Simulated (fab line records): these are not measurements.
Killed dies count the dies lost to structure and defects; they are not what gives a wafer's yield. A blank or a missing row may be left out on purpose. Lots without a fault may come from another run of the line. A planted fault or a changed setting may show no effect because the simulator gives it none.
Which tool was responsible?	flow n5_finfet	36 wafers from 12 lots sampled at 6 of the route's 1938 steps

## WHAT EACH GAUGE READ, for each wafer
N5_BEOL_M4_THK_MEAS_53: measures by xrf.
lot	measured	on	M4_THK (nm)
L075	day 7 23:31	film_metro-02	37.2 36.6 38.4
L077	day 8 12:53	film_metro-01	37.8 37.9 37.0
L079	day 9 01:47	film_metro-01	37.1 37.8 37.8
L081	day 9 17:08	film_metro-01	37.1 38.1 39.1
L083	day 10 02:35	film_metro-01	40.6 41.1 40.8
L085	day 10 20:37	film_metro-01	40.6 41.1 38.0
L087	day 11 00:49	film_metro-01	39.3 39.9 40.6
L088	day 11 20:16	film_metro-02	38.8 39.1 38.7
L093	day 12 11:05	film_metro-01	40.3 37.9 39.3
L092	day 12 16:19	film_metro-02	42.5 39.1 39.5
L095	day 12 21:34	film_metro-02	40.6 42.6 41.0
L097	day 14 06:10	film_metro-02	40.9 39.8 41.3

## WHICH TOOL RAN EACH LOT (tool, then ch and the chambers of the sampled wafers, then the start)
lot	N5_BEOL_M4_STRIP_19	N5_BEOL_M4_DEGAS_44	N5_BEOL_M4_ANNEAL_82	N5_BEOL_M4_ANNEAL_87	N5_BEOL_M4_ANNEAL_93
L075	rie_diel-01 ch 1,3, day 7 15:59	pvd_sputter-01, day 7 17:26	pvd_sputter-03, day 7 18:34	pvd_sputter-03, day 7 18:47	pvd_sputter-03, day 7 19:27
L077	rie_diel-06 ch 0,3, day 8 04:22	pvd_sputter-03, day 8 06:39	pvd_sputter-03, day 8 07:49	pvd_sputter-03, day 8 08:02	pvd_sputter-03, day 8 08:41
L079	rie_diel-05 ch 1,2, day 8 16:19	pvd_sputter-03, day 8 19:46	pvd_sputter-03, day 8 21:21	pvd_sputter-03, day 8 21:34	pvd_sputter-03, day 8 22:14
L081	rie_diel-01 ch 1,2,3, day 9 08:37	pvd_sputter-02, day 9 12:20	pvd_sputter-01, day 9 13:24	pvd_sputter-01, day 9 13:37	pvd_sputter-01, day 9 14:17
L083	rie_diel-01 ch 1,2,3, day 9 17:39	pvd_sputter-03, day 9 19:25	pvd_sputter-03, day 9 20:43	pvd_sputter-03, day 9 20:56	pvd_sputter-03, day 9 21:35
L085	rie_diel-06 ch 0,1, day 10 10:14	pvd_sputter-03, day 10 15:41	pvd_sputter-02, day 10 17:07	pvd_sputter-02, day 10 17:20	pvd_sputter-02, day 10 18:00
L087	rie_diel-06 ch 0,1,2, day 10 18:25	pvd_sputter-02, day 10 20:43	pvd_sputter-01, day 10 22:47	pvd_sputter-01, day 10 23:01	pvd_sputter-01, day 10 23:40
L088	rie_diel-05 ch 1,3, day 11 08:41	pvd_sputter-01, day 11 15:35	pvd_sputter-01, day 11 16:40	pvd_sputter-01, day 11 16:53	pvd_sputter-01, day 11 17:32
L093	rie_diel-01 ch 0,3, day 12 03:25	pvd_sputter-01, day 12 07:53	pvd_sputter-01, day 12 09:03	pvd_sputter-01, day 12 09:16	pvd_sputter-01, day 12 09:56
L092	rie_diel-01 ch 0,2,3, day 12 08:02	pvd_sputter-01, day 12 11:27	pvd_sputter-03, day 12 12:52	pvd_sputter-03, day 12 14:30	pvd_sputter-03, day 12 15:10
L095	rie_diel-05 ch 0,3, day 12 15:29	pvd_sputter-01, day 12 18:25	pvd_sputter-03, day 12 19:32	pvd_sputter-03, day 12 19:45	pvd_sputter-03, day 12 20:25
L097	rie_diel-06 ch 0,1, day 14 00:35	pvd_sputter-02, day 14 02:55	pvd_sputter-03, day 14 04:08	pvd_sputter-03, day 14 04:22	pvd_sputter-03, day 14 05:01
- N5_BEOL_M4_STRIP_19: strips in O2.
- N5_BEOL_M4_DEGAS_44: time 60 s.
- N5_BEOL_M4_ANNEAL_82: time 240 s.
- N5_BEOL_M4_ANNEAL_87: time 240 s.
- N5_BEOL_M4_ANNEAL_93: time 240 s.

## THE ANSWER, worked out from the rows above alone
Rule: usual is defined by the lots themselves. The widest of any qualifying gaps counts: lots, ordered by their means at a reading, are off when they make up no more than a third of the lots, leave a main group of 4 or more, and stand apart from it by 3 or more times the standard deviation of that group's means. The tables above print the reading to a certain number of digits; a main group whose means all agree to those digits is not used. A lot without any number at a reading at which 4 lots or more have one is off too. The other lots that the step has rows for count as sound.
Nothing can be told from this: no lot is off at any reading shown.

## WHAT THE SIMULATOR PUT IN
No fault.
